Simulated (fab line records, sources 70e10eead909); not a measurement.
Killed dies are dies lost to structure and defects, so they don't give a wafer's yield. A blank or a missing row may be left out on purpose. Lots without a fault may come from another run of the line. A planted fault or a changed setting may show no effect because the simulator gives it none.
Chamber matching | flow nand_harc | NHARC_A_M1_STRIP_18 on rie_diel-12: 4 sister chambers
The step strips in N2/H2. 14 wafers are shown with their chamber, then 7 later ones without.

WAFERS WITH THEIR CHAMBER
wafer  | chamber | rf_vpp_V (V) | oes_product_au (a.u.) | chamber_pressure_mTorr (mTorr)
L075.2 | 2       | 92.2         | 1.001                 | 29.998
L075.3 | 3       | 90.9         | 0.996                 | 30.022
L075.6 | 1       | 90.7         | 1.002                 | 29.963
L079.4 | 2       | 92.6         | 0.995                 | 29.983
L079.5 | 1       | 90.2         | 1.004                 | 29.998
L079.6 | 0       | 90.1         | 1.004                 | 29.995
L083.3 | 1       | 89.5         | 1.004                 | 30.036
L083.5 | 0       | 90.9         | 1.008                 | 29.990
L083.6 | 1       | 90.3         | 1.004                 | 30.044
L081.2 | 2       | 90.8         | 0.995                 | 30.030
L081.3 | 3       | 90.0         | 1.005                 | 29.995
L081.4 | 1       | 89.1         | 0.998                 | 30.036
L087.4 | 3       | 91.3         | 1.010                 | 30.048
L087.5 | 1       | 89.5         | 0.996                 | 30.027

SIGNATURES (means of the wafers above)
reading                | chamber 0 | chamber 1 | chamber 2 | chamber 3 | scatter within a chamber
rf_vpp_V               | 90.500    | 89.883    | 91.867    | 90.733    | 0.696
oes_product_au         | 1.00600   | 1.00133   | 0.99700   | 1.00367   | 0.0044
chamber_pressure_mTorr | 29.99250  | 30.01733  | 30.00367  | 30.02167  | 0.0272
Rule: a wafer's distance from a chamber is the root of the sum, over the readings, of the square of ((its reading less the chamber's mean) divided by the reading's scatter). The wafer belongs to the nearest chamber; if the next one is less than 2 further off, it can't be placed. The scatter: the root of (the sum of the squares of (reading less its chamber's mean) over the shown wafers, divided by (wafers less chambers)).

WAFERS WITHOUT THEIR CHAMBER
wafer  | rf_vpp_V (V) | oes_product_au (a.u.) | chamber_pressure_mTorr (mTorr)
L087.6 | 91.2         | 1.005                 | 30.025
L090.1 | 90.3         | 0.998                 | 30.008
L090.2 | 90.6         | 1.010                 | 29.994
L090.5 | 90.8         | 1.003                 | 29.941
L095.1 | 89.6         | 0.994                 | 30.016
L095.2 | 89.9         | 0.999                 | 29.956
L095.6 | 90.9         | 1.005                 | 29.996

WHICH CHAMBER EACH WENT THROUGH
wafer  | from the rows above               | in truth
L087.6 | can't be placed: 3 or 0 or 1 or 2 | 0
L090.1 | can't be placed: 1 or 3 or 0 or 2 | 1
L090.2 | can't be placed: 0 or 3 or 1      | 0
L090.5 | can't be placed: 0 or 3 or 2 or 1 | 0
L095.1 | can't be placed: 1 or 3 or 0 or 2 | 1
L095.2 | can't be placed: 0 or 1 or 3 or 2 | 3
L095.6 | can't be placed: 0 or 3 or 1 or 2 | 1
Placed correctly: 0 of 7. Can't be placed from these rows: 7 (the true chamber is among the candidates in 7). Placed wrongly: 0.
